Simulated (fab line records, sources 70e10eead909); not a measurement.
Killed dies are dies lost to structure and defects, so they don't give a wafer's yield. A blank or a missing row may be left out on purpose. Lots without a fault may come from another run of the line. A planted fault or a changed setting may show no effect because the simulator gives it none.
Chamber matching | flow nand_harc | NHARC_A_ONON_D1_DEP_33 on pecvd-03: 3 sister chambers
The step deposits SiO2, target thk 200 nm. 6 wafers are shown with their chamber, then 12 later ones without.

WAFERS WITH THEIR CHAMBER
wafer  | chamber | heater_power_w (W) | throttle_valve_pct (%)
L089.1 | 0       | 564                | 16.2
L089.3 | 1       | 535                | 15.9
L089.4 | 1       | 544                | 15.6
L090.1 | 2       | 536                | 15.9
L090.3 | 0       | 594                | 16.3
L090.6 | 2       | 402                | 16.3

WAFERS WITHOUT THEIR CHAMBER
wafer  | heater_power_w (W) | throttle_valve_pct (%)
L092.3 | 436                | 16.1
L092.4 | 443                | 16.5
L092.6 | 405                | 15.8
L095.1 | 411                | 15.2
L095.2 | 705                | 16.2
L095.3 | 462                | 15.8
L094.2 | 421                | 15.6
L094.5 | 436                | 15.8
L094.6 | 718                | 16.3
L097.2 | 481                | 15.2
L097.3 | 745                | 16.1
L097.6 | 489                | 15.5

WHICH CHAMBER EACH WENT THROUGH
wafer  | from the rows above          | in truth
L092.3 | can't be placed: 2 or 1      | 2
L092.4 | can't be placed: 2 or 0      | 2
L092.6 | can't be placed: 2 or 1 or 0 | 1
L095.1 | can't be placed: 1 or 2      | 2
L095.2 | can't be placed: 0 or 1 or 2 | 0
L095.3 | can't be placed: 1 or 2 or 0 | 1
L094.2 | can't be placed: 1 or 2 or 0 | 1
L094.5 | can't be placed: 2 or 1 or 0 | 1
L094.6 | can't be placed: 0 or 1      | 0
L097.2 | can't be placed: 1 or 2      | 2
L097.3 | can't be placed: 0 or 1 or 2 | 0
L097.6 | can't be placed: 1 or 2      | 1
Placed correctly: 0 of 12. Can't be placed from these rows: 12 (the true chamber is among the candidates in 12). Placed wrongly: 0.
How it was worked out, from the rows above alone: a wafer's distance from a chamber is the root of the sum, over the readings, of the square of ((its reading less the chamber's mean) divided by the reading's scatter). The wafer belongs to the nearest chamber; if the next one is less than 2 further off, it can't be placed. A chamber's mean is the mean of its shown wafers. The scatter: the root of (the sum of the squares of (reading less its chamber's mean) over the shown wafers, divided by (wafers less chambers)).
